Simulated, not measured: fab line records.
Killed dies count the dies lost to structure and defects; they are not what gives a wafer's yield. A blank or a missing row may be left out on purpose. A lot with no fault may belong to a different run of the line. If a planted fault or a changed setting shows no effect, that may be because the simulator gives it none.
Chamber matching + flow nand harc + NHARC_P_M1_PRE_CLEAN_32 on pecvd-01 has 3 sister chambers
The step time 12 s. 6 wafers are shown with their chamber, then 7 later ones without.

== WAFERS WITH THEIR CHAMBER ==
| wafer  | chamber | heater power w (W) |
|--------|---------|--------------------|
| L328.5 | 2       | 692                |
| L334.4 | 2       | 696                |
| L335.4 | 0       | 630                |
| L335.5 | 1       | 654                |
| L336.3 | 1       | 582                |
| L336.4 | 0       | 553                |

== WAFERS MISSING THEIR CHAMBER ==
| wafer  | heater power w (W) |
|--------|--------------------|
| L336.6 | 664                |
| L345.2 | 729                |
| L345.4 | 629                |
| L345.6 | 711                |
| L350.1 | 672                |
| L350.3 | 715                |
| L350.5 | 709                |

== WHICH CHAMBER EACH ONE RAN IN ==
| wafer  | from the rows above          | in truth |
|--------|------------------------------|----------|
| L336.6 | can't be placed: 2 or 1 or 0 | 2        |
| L345.2 | can't be placed: 2 or 1      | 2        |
| L345.4 | can't be placed: 1 or 0 or 2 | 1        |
| L345.6 | can't be placed: 2 or 1      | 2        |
| L350.1 | can't be placed: 2 or 1 or 0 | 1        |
| L350.3 | can't be placed: 2 or 1      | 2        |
| L350.5 | can't be placed: 2 or 1      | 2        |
Placed correctly: 0 of 7. From these rows, 7 cannot be placed; in 7 the true chamber is one of the candidates. Placed wrongly: 0.
How it was worked out, from the rows above alone: a wafer's distance from a chamber is the root of the sum, over the readings, of the square of ((its reading less the chamber's mean) divided by the reading's scatter). The wafer belongs to the nearest chamber; if the next one is less than 2 further off, it can't be placed. For every chamber, the mean is computed from those of its wafers that are shown. How the scatter is found: for the shown wafers, subtract from each reading the mean of its chamber, square and add these, divide the total by (wafers less chambers), then take the root.
